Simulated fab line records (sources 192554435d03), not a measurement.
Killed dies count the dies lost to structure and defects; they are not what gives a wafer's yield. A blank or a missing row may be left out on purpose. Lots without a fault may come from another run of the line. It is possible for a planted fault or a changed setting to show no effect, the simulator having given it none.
fab line records + flow n5_finfet
record
- lots=5
- wafers=13
- last_day=18
route steps=1938 shown MOL_CONTACT_COAG@615 BEOL_M0_SAQP@632 BEOL_M4@1111 PASSIVATION@1936
lots untouched by any fault: they come from a run of this same line in which no faults occurred
start_h: start of the lot's first displayed wafer, in hours after the record's first day + wait_h: hours elapsed since this lot's preceding step + " identical to the entry in the row above + L1.1+2: one row covering several wafers at once + - no value, or no start was given + * or withheld: withheld + < > ~ a bound
route shown NAME@n: names a module that has steps shown in the file, with the first one's number in the route + usual: the fault-free wafers' mean and standard deviation + same: alike in all rows + chamber/n: place in a boat + sites: the reading at each site + _std_site: standard deviation across them + _edge_site: outer sites' mean less inner sites' + radius_mm: for every site, how far away it sits from the centre of the wafer + mask NAME#n: copy n + behind: the last tool/chamber to shape the wafer + hold: what put the lot on hold/how long, in hours/how the hold closed + device: transistor that didn't switch, given as n, p or np + end of line: tests of these same wafers at the route's end + a step without rows: its recipe alone + killed: not the wafer's yield, but the dies lost to structure and defects at the first sort + map: a wafer's dies, x killed, . not, _ none there
set.NAME: the setting that was run; set.NAME@STEP: the one run at that earlier step + model.NAME: the simulator's own value behind a step, which no gauge read
a table for each step, a row for each wafer; lots at some steps of the route
services: from which hour (start_h, from the record's first day; less than 0 if before it) a tool's chamber was out of use, for how many hours, and why
## steps
# step N5_MOL_CONTACT_COAG_VIA_ETCH_117
# recipe
- chemistry=C4F6/O2
- target_depth_a=400
- overetch_a=80
- mask_material=SOC
- target=SiO2
- bias_w=455
- pressure_mtorr=10
- time_s=26
- source_w=325
- Ar_flow_sccm=300
- C4F6_flow_sccm=10
- O2_flow_sccm=10
- ion_energy_ev=575.3
- ends=end_point
# step N5_MOL_CONTACT_COAG_ETCH_124
# recipe
- chemistry=CH3F/O2
- target=SiNx
- target_depth_a=65
- mask_material=SOC
- stop_on=SiOC
- over_etch_frac=0.3
- ion_energy_ev=120
- pressure_mtorr=30
- source_w=395
- bias_w=73
- Ar_flow_sccm=150
- CH3F_flow_sccm=30
- O2_flow_sccm=20
- ends=end_point
# step N5_MOL_CONTACT_COAG_ETCH_48
# recipe
- chemistry=C4F6/O2
- target_depth_a=150
- overetch_a=45
- mask_material=SOC
- target=SiOC
- bias_w=465
- pressure_mtorr=10
- time_s=17
- source_w=335
- Ar_flow_sccm=300
- C4F6_flow_sccm=10
- O2_flow_sccm=10
- ion_energy_ev=576
# step N5_MOL_CONTACT_COAG_STRIP_72
# recipe
- chemistry=N2/H2
- power_w=450
- temp_c=40
- pressure_mtorr=20
- rf_frequency_hz=6e+07
- overash_fraction=3
- bias_power_w=7
- h2_frac=0.5
- n2_flow_sccm=200
- h2_flow_sccm=200
# step N5_MOL_CONTACT_COAG_STRIP_49
# recipe
- chemistry=N2/H2
- time_s=30
- power_w=1000
- temp_c=250
- pressure_mtorr=withheld
- n2_flow_sccm=1750
- h2_flow_sccm=3250
# step N5_MOL_CONTACT_COAG_PRECLEAN_138
# recipe
- chemistry=alkaline_clean
- temp_c=60
- time_s=60
- do_ppb=50
# step N5_MOL_CONTACT_COAG_SRD_139
# recipe
- dry=ipa_marangoni
- time_s=30
- temp_c=23
- rinse_liquid=diw
# step N5_MOL_CONTACT_COAG_PRE_CLEAN_121
# recipe
- gas=H2/He
- time_s=*
- temp_c=withheld
# step N5_MOL_CONTACT_COAG_CVD_140
# recipe
- material=W
- target_thk_a=665
- mode=selective_fill
- temp_c=300
- time_s=215
# step N5_MOL_CONTACT_COAG_PRECLEAN_127
# recipe
- chemistry=DIW
- time_s=57.5
- temp_c=23
# step N5_MOL_CONTACT_COAG_SRD_128
# recipe
- dry_time_s=32
- dry=n2_spin
- spin_rpm=1500
# step N5_MOL_CONTACT_COAG_CMP_52
# recipe
- stop_on=SiO2
- t_overpolish_s=1.5
- post_cmp_clean=w_dilute_nh4oh
- down_force_psi=4
- platen_rpm=50.289
- pad_velocity_m_s=1.0006
- target_thk_nm=66.5
# usual
- motor_current_A=12.7/1.1
- overpolish_run_s=1.500/0.01
- pad_life_wafers=1110/640
- retaining_ring_pressure_frac=1.000/0.0047
- time_to_endpoint_s=13.1/2.5
| lot.wafer | tool   | chamber | start_h | wait_h | motor_current_A | overpolish_run_s | pad_life_wafers | retaining_ring_pressure_frac | time_to_endpoint_s |
|-----------|--------|---------|---------|--------|-----------------|------------------|-----------------|------------------------------|--------------------|
| L367.4    | cmp-02 | 1       | 117.40  | 0.1    | 12.5            | 1.510            | 1405            | 1.006                        | 9.2                |
| L367.2    | "      | 2       | "       | "      | 12.1            | 1.499            | 1406            | 0.995                        | 10.8               |
| L367.1    | "      | 3       | "       | "      | 11.7            | 1.495            | 1407            | 0.994                        | 9.6                |
| L375.3    | cmp-02 | 0       | 171.35  | 0.0    | 12.3            | 0.035            | 1794            | 1.001                        | 26.0               |
| L375.6    | "      | 0       | "       | "      | 12.8            | 1.493            | -               | 0.999                        | 13.5               |
| L376.3    | cmp-02 | 1       | 180.55  | 0.1    | 12.5            | 0.042            | 1867            | 0.997                        | 26.0               |
| L376.5    | "      | 0       | "       | "      | 12.7            | 0.037            | -               | 0.998                        | 26.0               |
| L377.3    | cmp-02 | 2       | 187.16  | 0.1    | 11.4            | 0.044            | 1922            | 0.996                        | 26.0               |
| L377.2    | "      | 3       | "       | "      | 11.2            | 1.472            | 1923            | 1.006                        | 11.3               |
| L377.6    | "      | 0       | "       | "      | 13.2            | 1.504            | -               | 1.006                        | 13.9               |
| L387.4    | cmp-03 | 0       | 249.33  | 0.1    | 11.5            | 1.492            | 1603            | 1.006                        | 14.4               |
| L387.2    | "      | 1       | "       | "      | 13.2            | 1.487            | 1604            | 1.002                        | 14.2               |
| L387.6    | "      | 3       | "       | "      | 15.1            | 1.503            | -               | 1.006                        | 13.7               |
# step N5_MOL_CONTACT_COAG_THK_MEAS_53
# recipe
- reads=SiO2_of_MOL_CONTACT_COAG_PECVD_31
# usual
- VIA_MOL_THK=43.8/0.64
| lot.wafer | tool          | chamber | start_h | wait_h | VIA_MOL_THK[nm] |
|-----------|---------------|---------|---------|--------|-----------------|
| L367.1    | film_metro-02 | -       | 117.65  | -      | 43.7            |
| L367.2    | "             | -       | "       | "      | 44.3            |
| L367.4    | "             | -       | "       | "      | 44.1            |
| L375.3    | film_metro-02 | -       | 171.65  | -      | -               |
| L375.6    | "             | -       | "       | "      | 43.9            |
| L376.3    | film_metro-02 | -       | 180.80  | -      | -               |
| L376.5    | "             | -       | "       | "      | -               |
| L377.2    | film_metro-01 | -       | 187.38  | -      | 43.2            |
| L377.3    | "             | -       | "       | "      | -               |
| L377.6    | "             | -       | "       | "      | 44.2            |
| L387.2    | film_metro-01 | -       | 249.59  | -      | 43.5            |
| L387.4    | "             | -       | "       | "      | 43.7            |
| L387.6    | "             | -       | "       | "      | 44.1            |
# step N5_MOL_CONTACT_COAG_ANNEAL_112
# recipe
- temp_c=400
- time_s=1800
- ambient=HPD2
- pressure_atm=10
# step N5_MOL_CONTACT_COAG_INSPECT_97
# recipe
- inspect_instrument=darkfield
- mode=post_anneal
# usual
- raw_defect_count=43/17
| lot.wafer | tool              | chamber | start_h | wait_h | raw_defect_count |
|-----------|-------------------|---------|---------|--------|------------------|
| L367.1    | defect_inspect-02 | -       | 120.71  | 0.0    | 56               |
| L367.2    | "                 | -       | "       | "      | 31               |
| L367.4    | "                 | -       | "       | "      | 31               |
| L375.3    | defect_inspect-02 | -       | 174.74  | 0.1    | 1176             |
| L375.6    | "                 | -       | "       | "      | 17               |
| L376.3    | defect_inspect-02 | -       | 183.89  | 0.1    | 1211             |
| L376.5    | "                 | -       | "       | "      | 1230             |
| L377.2    | defect_inspect-01 | -       | 190.45  | 0.0    | 31               |
| L377.3    | "                 | -       | "       | "      | 1044             |
| L377.6    | "                 | -       | "       | "      | 21               |
| L387.2    | defect_inspect-01 | -       | 252.66  | 0.0    | 40               |
| L387.4    | "                 | -       | "       | "      | 24               |
| L387.6    | "                 | -       | "       | "      | 14               |
# step N5_BEOL_M0_SAQP_PECVD_00
# recipe
- material=SiCN
- target_thk_a=80
- temp_c=withheld
- precursor=3MS/NH3
- pressure_torr=3
- rf_w=202
- time_s=14
# step N5_BEOL_M0_SAQP_ILD_DEP_01
# recipe
- material=SiOC
- target_thk_a=454.19
- temp_c=350
- precursor=DEMS/O2
- pressure_torr=5
- rf_w=500
- time_s=8.7
# step N5_BEOL_M0_SAQP_HM_DEP_02
# recipe
- material=TiN
- target_thk_a=120
- temp_c=25
- chamber_pressure_pa=0.49996
# step N5_BEOL_M0_SAQP_PECVD_03
# recipe
- material=SiCN
- target_thk_a=120
- temp_c=withheld
- precursor=3MS/NH3
- pressure_torr=3
- rf_w=202
- time_s=21.1
# step N5_BEOL_M0_SAQP_PECVD_96
# recipe
- material=a-Si
- target_thk_a=450
- temp_c=350
- precursor=SiH4/He
- pressure_torr=3
- rf_w=100
- time_s=45.2
# step N5_BEOL_M0_SAQP_PECVD_97
# recipe
- material=SiNx
- target_thk_a=230
- temp_c=350
- precursor=SiH4/NH3/N2
- pressure_torr=1.5
- rf_w=300
- time_s=19.9
# step N5_BEOL_M0_SAQP_PECVD_04
# recipe
- material=a-Si
- target_thk_a=600
- temp_c=350
- precursor=SiH4/He
- pressure_torr=3
- rf_w=100
- time_s=60.2
# step N5_BEOL_M0_SAQP_HM_DEP_111
# recipe
- material=SiO2
- target_thk_a=120
- temp_c=400
- precursor=SiH4/N2O
- pressure_torr=0.75
- rf_w=275
- time_s=7.2
# step N5_BEOL_M0_SAQP_COAT_81
# recipe
- resist=SOC
- temp_c=250
- time_s=60
- spin_rpm=1500
- resist_thk_nm=100
# step N5_BEOL_M0_SAQP_COAT_82
# recipe
- resist=SiARC
- temp_c=220
- time_s=60
- spin_rpm=1500
- resist_thk_nm=30
# step N5_BEOL_M0_SAQP_COAT_08
# recipe
- resist=CAR-ArF
- spin_rpm=1500
- resist_thk_nm=90
# step N5_BEOL_M0_SAQP_EBR_10
# recipe
- solvent=PGMEA
- ebr_width_mm=1.5
# step N5_BEOL_M0_SAQP_SOFTBAKE_09
# recipe
- temp_c=110
- time_s=60
- resist=CAR-ArF
# step N5_BEOL_M0_SAQP_EXPOSE_11
# recipe
- mask_id=M0_CORE
- na=1.35
- source_shape=dipole
- sigma_inner=0.538
- sigma_outer=0.738
- polarization=te
- target_cd_nm=42
- dose_mj=55
# step N5_BEOL_M0_SAQP_PEB_12
# recipe
- peb_temp_c=withheld
- peb_time_s=60
- resist=CAR-ArF
# step N5_BEOL_M0_SAQP_DEVELOP_13
# recipe
- develop_time_s=30
- developer=TMAH
- resist=CAR-ArF
- dev_temp_c=23
- rinse_liquid=diw
- dry=air_spin
# step N5_BEOL_M0_SAQP_DESCUM_19
# recipe
- chemistry=O2
- time_s=7.9
- source_power_w=50
- bias_power_w=20
- pressure_mtorr=20
- rf_frequency_hz=2.712e+07
- temp_c=40
- resist=CAR-ArF
- o2_flow_sccm=225
# step N5_BEOL_M0_SAQP_ETCH_83
# recipe
- chemistry=CF4
- target=SiARC
- target_depth_a=390
- mask_material=CAR-ArF
- time_s=65
- ion_energy_ev=80
- pressure_mtorr=40
- source_w=545
- bias_w=36
- Ar_flow_sccm=100
- cf4_flow_sccm=100
- ends=cleared
# step N5_BEOL_M0_SAQP_ETCH_84
# recipe
- chemistry=N2/H2
- target=SOC
- target_depth_a=1000
- overetch_a=200
- mask_material=SiARC
- temp_c=40
- time_s=150
- ion_energy_ev=200
- pressure_mtorr=30
- source_w=840
- bias_w=150
- n2_flow_sccm=200
- h2_flow_sccm=200
# step N5_BEOL_M0_SAQP_STRIP_80
# recipe
- chemistry=N2/H2
- temp_c=40
- n2_flow_sccm=200
- h2_flow_sccm=200
- rf_frequency_hz=6e+07
# step N5_BEOL_M0_SAQP_HM_OPEN_112
# recipe
- chemistry=CHF3/O2
- target=SiO2
- stop_on=a-Si
- target_depth_a=120
- over_etch_frac=1.25
- mask_material=SOC
- time_s=13.5
- pressure_mtorr=30
- source_w=650
- bias_w=170
- Ar_flow_sccm=200
- CHF3_flow_sccm=50
- O2_flow_sccm=5
- ion_energy_ev=200
- ends=end_point
# step N5_BEOL_M4_RC_MEAS_101
# usual
- DIBL_N=35.9/1.8
- DIBL_P=36.2/2
- IOFF_N=0.16/0.031
- IOFF_P=0.22/0.041
- ION_N=676/11
- ION_P=465/8.5
- SS_N=71.4/0.64
- SS_P=73.2/0.7
- VT_N=250/3.5
- VT_P=-250/3.9
| lot.wafer | tool      | chamber | start_h | wait_h | DIBL_N[mV/V] | DIBL_P[mV/V] | IOFF_N[nA/um] | IOFF_P[nA/um] | ION_N[uA/um] | ION_P[uA/um] | SS_N[mV/dec] | SS_P[mV/dec] | VT_N[mV] | VT_P[mV] |
|-----------|-----------|---------|---------|--------|--------------|--------------|---------------|---------------|--------------|--------------|--------------|--------------|----------|----------|
| L367.1    | prober-02 | 0       | 188.71  | 0.0    | 34.4         | 35.2         | 0.13          | 0.18          | 674          | 464          | 71.2         | 72.7         | 254      | -251     |
| L367.2    | "         | 0       | "       | "      | 30.5         | 31.1         | 0.08          | 0.13          | 646          | 454          | 70.4         | 71.8         | 260      | -251     |
| L367.4    | "         | 0       | "       | "      | 35.5         | 37.5         | 0.16          | 0.21          | 665          | 466          | 71.9         | 74.1         | 251      | -247     |
| L375.6    | prober-01 | 0       | 242.86  | 0.8    | 36.7         | 36.3         | 0.16          | 0.22          | 679          | 468          | 71.7         | 74.0         | 249      | -250     |
| L377.2    | prober-01 | 0       | 252.18  | 0.2    | 35.5         | 38.2         | 0.18          | 0.24          | 689          | 474          | 71.0         | 73.8         | 247      | -250     |
| L377.6    | "         | 0       | "       | "      | 33.6         | 35.4         | 0.13          | 0.20          | 667          | 455          | 70.7         | 72.6         | 254      | -254     |
| L387.2    | prober-02 | 0       | 321.27  | 0.2    | 38.6         | 38.9         | 0.17          | 0.19          | 665          | 449          | 71.3         | 73.4         | 251      | -254     |
| L387.4    | "         | 0       | "       | "      | 34.5         | 34.8         | 0.11          | 0.14          | 645          | 443          | 70.4         | 72.2         | 254      | -258     |
| L387.6    | "         | 0       | "       | "      | 32.4         | 31.9         | 0.09          | 0.12          | 651          | 448          | 70.3         | 71.7         | 259      | -260     |
# step N5_PASSIVATION_PROBE_49
# usual
- defect_limited_yield=91.3/1.3
- killed_at_M0_to_M3=35/9.3
- killed_at_M4_up=14/5.2
- killed_at_contacts=12/5.9
- killed_at_front_end=38/11
- killed_at_other=4/3.7
- killed_dies=103/15
- killed_on_rim=14/4
- killed_open=67/12
- killed_short=34/8
- sort_bin_5_function=5.1/0.88
- sort_bin_6_memory=3.3/0.65
- sort_bin_8_speed=0.00/0.03
- sort_n_pass=1077/15
- sort_yield_pct=91.3/1.3
# same
- gross_dies=1180
- killed_at_back_side=0
- sort_bin_4_leakage[%]=0
| lot.wafer | tool      | chamber | start_h | wait_h | defect_limited_yield[%] | killed_at_M0_to_M3 | killed_at_M4_up | killed_at_contacts | killed_at_front_end | killed_at_other | killed_dies | killed_on_rim | killed_open | killed_short | sort_bin_5_function[%] | sort_bin_6_memory[%] | sort_bin_8_speed[%] | sort_n_pass | sort_yield_pct[%] |
|-----------|-----------|---------|---------|--------|-------------------------|--------------------|-----------------|--------------------|---------------------|-----------------|-------------|---------------|-------------|--------------|------------------------|----------------------|---------------------|-------------|-------------------|
| L367.1    | prober-02 | -       | 302.61  | 0.0    | 90.4                    | 45                 | 14              | 23                 | 31                  | 0               | 113         | 14            | 76          | 37           | 5.3                    | 3.8                  | 0                   | 1067        | 90.4              |
| L367.2    | prober-02 | -       | 302.66  | 0.1    | 90.7                    | 38                 | 12              | 11                 | 49                  | 0               | 110         | 16            | 67          | 41           | 5.6                    | 3.4                  | 0.34                | 1066        | 90.3              |
| L367.4    | prober-02 | -       | 302.76  | 0.2    | 91.4                    | 29                 | 23              | 6                  | 44                  | 0               | 102         | 9             | 67          | 32           | 4.9                    | 3.4                  | 0                   | 1078        | 91.4              |
| L376.3    | prober-01 | -       | 356.06  | 0.1    | 0                       | 36                 | 11              | 1100               | 29                  | 4               | 1180        | 152           | 42          | 42           | 4.1                    | 2.6                  | 0                   | 0           | 0                 |
| L376.5    | prober-01 | -       | 356.16  | 0.2    | 0                       | 30                 | 9               | 1120               | 20                  | 1               | 1180        | 152           | 45          | 21           | 3.9                    | 1.7                  | 0                   | 0           | 0                 |
| L375.3    | prober-02 | -       | 361.38  | 0.1    | 0                       | 40                 | 25              | 1061               | 45                  | 9               | 1180        | 152           | 77          | 45           | 6.7                    | 3.7                  | 0                   | 0           | 0                 |
| L375.6    | prober-02 | -       | 361.53  | 0.3    | 91.4                    | 20                 | 16              | 4                  | 51                  | 10              | 101         | 13            | 68          | 29           | 5.0                    | 2.9                  | 0                   | 1079        | 91.4              |
| L377.2    | prober-01 | -       | 380.65  | 0.1    | 92.8                    | 28                 | 5               | 2                  | 47                  | 3               | 85          | 7             | 66          | 19           | 3.6                    | 3.4                  | 0                   | 1095        | 92.8              |
| L377.3    | prober-01 | -       | 380.70  | 0.1    | 15.3                    | 41                 | 12              | 896                | 48                  | 2               | 999         | 152           | 75          | 36           | 5.5                    | 3.5                  | 0                   | 181         | 15.3              |
| L377.6    | prober-01 | -       | 380.85  | 0.3    | 89.8                    | 39                 | 13              | 5                  | 60                  | 3               | 120         | 18            | 87          | 33           | 5.0                    | 4.8                  | 0                   | 1060        | 89.8              |
| L387.2    | prober-02 | -       | 430.80  | 0.1    | 92.1                    | 51                 | 19              | 9                  | 14                  | 0               | 93          | 9             | 71          | 22           | 5.3                    | 2.5                  | 0                   | 1087        | 92.1              |
| L387.4    | prober-02 | -       | 430.90  | 0.2    | 91.2                    | 39                 | 26              | 10                 | 25                  | 4               | 104         | 12            | 69          | 35           | 5.7                    | 3.1                  | 0                   | 1076        | 91.2              |
| L387.6    | prober-02 | -       | 431.00  | 0.3    | 91.3                    | 40                 | 23              | 8                  | 32                  | 0               | 103         | 13            | 61          | 39           | 4.9                    | 3.4                  | 0                   | 1077        | 91.3              |
# killed by level:class
L367.1 MOL_CONTACT_COAG:geometric_particle:open=21 FIN_SAQP:geometric_particle:short=9 BEOL_M1:geometric_particle:open=8 BEOL_M2:geometric_particle:open=8 BEOL_M3:geometric_particle:open=8 FIN_SAQP:geometric_particle:open=7 DUMMY_GATE:geometric_particle:open=7 BEOL_M0_SAQP:geometric_particle:short=7
L367.2 BEOL_M3:geometric_particle:open=9 FIN_SAQP:geometric_particle:short=8 DUMMY_GATE:geometric_particle:open=8 MOL_CONTACT_COAG:geometric_particle:open=8 STI_FIN_REVEAL:geometric_particle:open=7 FIN_SAQP:geometric_particle:open=6 GATE_CUT:geometric_particle:short=6 BEOL_M0_SAQP:geometric_particle:short=6
L367.4 BEOL_M4:geometric_particle:open=12 FIN_SAQP:geometric_particle:short=9 BEOL_M2:geometric_particle:open=9 FIN_SAQP:geometric_particle:open=8 BEOL_M1:geometric_particle:open=6 GATE_CUT:geometric_particle:open=5 MOL_CONTACT_COAG:geometric_particle:open=5 BEOL_M3:geometric_particle:open=5
L376.3 MOL_CONTACT_COAG:area_cmp=1095 BEOL_M0_SAQP:geometric_particle:short=15 BEOL_M0_SAQP:geometric_particle:open=7 FIN_SAQP:geometric_particle:short=4 DUMMY_GATE:geometric_particle:open=4 STARTING-WAFER:geometric_particle:short=4 BEOL_M3:geometric_particle:open=4 STI_FIN_REVEAL:geometric_particle:open=3
L376.5 MOL_CONTACT_COAG:area_cmp=1113 BEOL_M0_SAQP:geometric_particle:open=13 BEOL_M3:geometric_particle:open=6 GATE_CUT:geometric_particle:short=5 MOL_CONTACT_COAG:geometric_particle:open=5 BEOL_M1:geometric_particle:open=4 STARTING-WAFER:geometric_particle:open=4 STI_FIN_REVEAL:geometric_particle:open=3
L375.3 MOL_CONTACT_COAG:area_cmp=1053 FIN_SAQP:geometric_particle:short=13 BEOL_M0_SAQP:geometric_particle:short=12 BEOL_M5:geometric_particle:open=10 BEOL_M0_SAQP:geometric_particle:open=9 FIN_SAQP:geometric_particle:open=8 STI_FIN_REVEAL:geometric_particle:open=8 BEOL_M4:geometric_particle:open=7
L375.6 FIN_SAQP:geometric_particle:open=14 DUMMY_GATE:geometric_particle:open=8 STI_FIN_REVEAL:geometric_particle:open=7 BEOL_M0_SAQP:geometric_particle:short=7 BEOL_M4:geometric_particle:open=6 PAD_METAL:geometric_particle:open=6 BEOL_M0_SAQP:geometric_particle:open=5 BEOL_M0:geometric_particle:open=4
L377.2 STI_FIN_REVEAL:geometric_particle:open=12 DUMMY_GATE:geometric_particle:open=11 FIN_SAQP:geometric_particle:open=9 BEOL_M3:geometric_particle:open=8 BEOL_M2:geometric_particle:open=6 BEOL_M1:geometric_particle:open=4 ILD0:geometric_particle:open=3 GATE_CUT:geometric_particle:short=3
L377.3 MOL_CONTACT_COAG:area_cmp=888 BEOL_M2:geometric_particle:open=13 STI_FIN_REVEAL:geometric_particle:open=11 BEOL_M0_SAQP:geometric_particle:short=11 FIN_SAQP:geometric_particle:open=8 MOL_CONTACT_COAG:geometric_particle:open=7 BEOL_M1:geometric_particle:open=7 FIN_SAQP:geometric_particle:short=6
L377.6 STI_FIN_REVEAL:geometric_particle:open=21 BEOL_M3:geometric_particle:open=16 BEOL_M2:geometric_particle:open=11 BEOL_M4:geometric_particle:open=8 FIN_SAQP:geometric_particle:short=7 FIN_SAQP:geometric_particle:open=6 DUMMY_GATE:geometric_particle:open=6 MOL_CONTACT_COAG:geometric_particle:open=5
L387.2 BEOL_M3:geometric_particle:open=18 BEOL_M2:geometric_particle:open=13 MOL_CONTACT_COAG:geometric_particle:open=9 BEOL_M4:geometric_particle:open=7 BEOL_M1:geometric_particle:open=5 BEOL_M0_SAQP:geometric_particle:open=4 BEOL_M4:geometric_particle:short=4 STARTING-WAFER:geometric_particle:open=4
L387.4 STI_FIN_REVEAL:geometric_particle:open=10 BEOL_M1:geometric_particle:open=10 BEOL_M0_SAQP:geometric_particle:short=7 MOL_CONTACT_COAG:geometric_particle:open=7 BEOL_M2:geometric_particle:short=6 BEOL_M4:geometric_particle:open=6 BEOL_M7:geometric_particle:open=6 BEOL_M0_SAQP:geometric_particle:open=5
L387.6 BEOL_M4:geometric_particle:open=12 BEOL_M2:geometric_particle:open=8 BEOL_M0_SAQP:geometric_particle:short=8 BEOL_M3:geometric_particle:open=7 MOL_CONTACT_COAG:geometric_particle:open=6 STI_FIN_REVEAL:geometric_particle:short=5 BEOL_M3:geometric_particle:short=5 FIN_SAQP:geometric_particle:open=4
# map L375.3 (x killed, . not)
_________________xxxxxxxxxxxx________________
______________xxxxxxxxxxxxxxxxxx_____________
___________xxxxxxxxxxxxxxxxxxxxxxxx__________
__________xxxxxxxxxxxxxxxxxxxxxxxxxx_________
________xxxxxxxxxxxxxxxxxxxxxxxxxxxxxx_______
_______xxxxxxxxxxxxxxxxxxxxxxxxxxxxxxxx______
______xxxxxxxxxxxxxxxxxxxxxxxxxxxxxxxxxx_____
_____xxxxxxxxxxxxxxxxxxxxxxxxxxxxxxxxxxxx____
____xxxxxxxxxxxxxxxxxxxxxxxxxxxxxxxxxxxxxx___
___xxxxxxxxxxxxxxxxxxxxxxxxxxxxxxxxxxxxxxxx__
___xxxxxxxxxxxxxxxxxxxxxxxxxxxxxxxxxxxxxxxx__
__xxxxxxxxxxxxxxxxxxxxxxxxxxxxxxxxxxxxxxxxxx_
__xxxxxxxxxxxxxxxxxxxxxxxxxxxxxxxxxxxxxxxxxx_
_xxxxxxxxxxxxxxxxxxxxxxxxxxxxxxxxxxxxxxxxxxxx
_xxxxxxxxxxxxxxxxxxxxxxxxxxxxxxxxxxxxxxxxxxxx
_xxxxxxxxxxxxxxxxxxxxxxxxxxxxxxxxxxxxxxxxxxxx
_xxxxxxxxxxxxxxxxxxxxxxxxxxxxxxxxxxxxxxxxxxxx
_xxxxxxxxxxxxxxxxxxxxxxxxxxxxxxxxxxxxxxxxxxxx
_xxxxxxxxxxxxxxxxxxxxxxxxxxxxxxxxxxxxxxxxxxxx
_xxxxxxxxxxxxxxxxxxxxxxxxxxxxxxxxxxxxxxxxxxxx
_xxxxxxxxxxxxxxxxxxxxxxxxxxxxxxxxxxxxxxxxxxxx
__xxxxxxxxxxxxxxxxxxxxxxxxxxxxxxxxxxxxxxxxxx_
__xxxxxxxxxxxxxxxxxxxxxxxxxxxxxxxxxxxxxxxxxx_
___xxxxxxxxxxxxxxxxxxxxxxxxxxxxxxxxxxxxxxxx__
___xxxxxxxxxxxxxxxxxxxxxxxxxxxxxxxxxxxxxxxx__
____xxxxxxxxxxxxxxxxxxxxxxxxxxxxxxxxxxxxxx___
_____xxxxxxxxxxxxxxxxxxxxxxxxxxxxxxxxxxxx____
______xxxxxxxxxxxxxxxxxxxxxxxxxxxxxxxxxx_____
_______xxxxxxxxxxxxxxxxxxxxxxxxxxxxxxxx______
________xxxxxxxxxxxxxxxxxxxxxxxxxxxxxx_______
__________xxxxxxxxxxxxxxxxxxxxxxxxxx_________
___________xxxxxxxxxxxxxxxxxxxxxxxx__________
______________xxxxxxxxxxxxxxxxxx_____________
_________________xxxxxxxxxxxx________________
# map L376.3 (x killed, . not)
_________________xxxxxxxxxxxx________________
______________xxxxxxxxxxxxxxxxxx_____________
___________xxxxxxxxxxxxxxxxxxxxxxxx__________
__________xxxxxxxxxxxxxxxxxxxxxxxxxx_________
________xxxxxxxxxxxxxxxxxxxxxxxxxxxxxx_______
_______xxxxxxxxxxxxxxxxxxxxxxxxxxxxxxxx______
______xxxxxxxxxxxxxxxxxxxxxxxxxxxxxxxxxx_____
_____xxxxxxxxxxxxxxxxxxxxxxxxxxxxxxxxxxxx____
____xxxxxxxxxxxxxxxxxxxxxxxxxxxxxxxxxxxxxx___
___xxxxxxxxxxxxxxxxxxxxxxxxxxxxxxxxxxxxxxxx__
___xxxxxxxxxxxxxxxxxxxxxxxxxxxxxxxxxxxxxxxx__
__xxxxxxxxxxxxxxxxxxxxxxxxxxxxxxxxxxxxxxxxxx_
__xxxxxxxxxxxxxxxxxxxxxxxxxxxxxxxxxxxxxxxxxx_
_xxxxxxxxxxxxxxxxxxxxxxxxxxxxxxxxxxxxxxxxxxxx
_xxxxxxxxxxxxxxxxxxxxxxxxxxxxxxxxxxxxxxxxxxxx
_xxxxxxxxxxxxxxxxxxxxxxxxxxxxxxxxxxxxxxxxxxxx
_xxxxxxxxxxxxxxxxxxxxxxxxxxxxxxxxxxxxxxxxxxxx
_xxxxxxxxxxxxxxxxxxxxxxxxxxxxxxxxxxxxxxxxxxxx
_xxxxxxxxxxxxxxxxxxxxxxxxxxxxxxxxxxxxxxxxxxxx
_xxxxxxxxxxxxxxxxxxxxxxxxxxxxxxxxxxxxxxxxxxxx
_xxxxxxxxxxxxxxxxxxxxxxxxxxxxxxxxxxxxxxxxxxxx
__xxxxxxxxxxxxxxxxxxxxxxxxxxxxxxxxxxxxxxxxxx_
__xxxxxxxxxxxxxxxxxxxxxxxxxxxxxxxxxxxxxxxxxx_
___xxxxxxxxxxxxxxxxxxxxxxxxxxxxxxxxxxxxxxxx__
___xxxxxxxxxxxxxxxxxxxxxxxxxxxxxxxxxxxxxxxx__
____xxxxxxxxxxxxxxxxxxxxxxxxxxxxxxxxxxxxxx___
_____xxxxxxxxxxxxxxxxxxxxxxxxxxxxxxxxxxxx____
______xxxxxxxxxxxxxxxxxxxxxxxxxxxxxxxxxx_____
_______xxxxxxxxxxxxxxxxxxxxxxxxxxxxxxxx______
________xxxxxxxxxxxxxxxxxxxxxxxxxxxxxx_______
__________xxxxxxxxxxxxxxxxxxxxxxxxxx_________
___________xxxxxxxxxxxxxxxxxxxxxxxx__________
______________xxxxxxxxxxxxxxxxxx_____________
_________________xxxxxxxxxxxx________________
## services
| tool   | chamber | start_h | hours | kind                           |
|--------|---------|---------|-------|--------------------------------|
| cmp-02 | -       | 122.65  | 1.1   | repair                         |
| cmp-02 | -       | 141.44  | 0.3   | repair                         |
| cmp-03 | -       | 198.46  | 2.4   | repair                         |
| cmp-02 | -       | 210.90  | 4.0   | pm                             |
| cmp-02 | -       | 214.90  | -     | consumable_replace:conditioner |
| cmp-02 | -       | 214.90  | -     | consumable_replace:pad         |
| cmp-02 | -       | 233.10  | 0.6   | repair                         |
## key
first_sign
- step=N5_MOL_CONTACT_COAG_CMP_52
- reading=overpolish_run_s
- direction=down
- sigmas=99+
- usual=1.500
- struck=0.040
effect
- step=N5_MOL_CONTACT_COAG_CMP_52
- reading=time_to_endpoint_s
- direction=up
- sigmas=5.2
- usual=*
- struck=*
effect
- step=N5_MOL_CONTACT_COAG_THK_MEAS_53
- reading=VIA_MOL_THK
- direction=missing
effect
- step=N5_MOL_CONTACT_COAG_INSPECT_97
- reading=raw_defect_count
- direction=up
- sigmas=68
- usual=43
- struck=1165
effect
- step=N5_PASSIVATION_PROBE_49
- reading=killed_at_contacts
- direction=up
- sigmas=99+
- usual=12
- struck=1044
more_kills_born_at
- N5_MOL_CONTACT_COAG_CMP_52@cmp-02=4149
met_at N5_MOL_CONTACT_COAG_CMP_52
struck_wafers L375.3,L376.3,L376.5,L377.3
later_rows_left_out L375.3,L376.3,L376.5,L377.3
onset_between 117.40 171.35
fault
- kind=process_parameter_drift
- tool=cmp-02
- chamber=-
- onset_h=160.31
- steps=N5_MOL_CONTACT_COAG_CMP_52
- channel=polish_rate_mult
- offset=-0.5
- shape=step
- end_h=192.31
- scope=struck_wafers_only
# later_rows_left_out: the simulator's readings of these wafers behind a module that went badly wrong aren't trusted and aren't shown, but for the sort
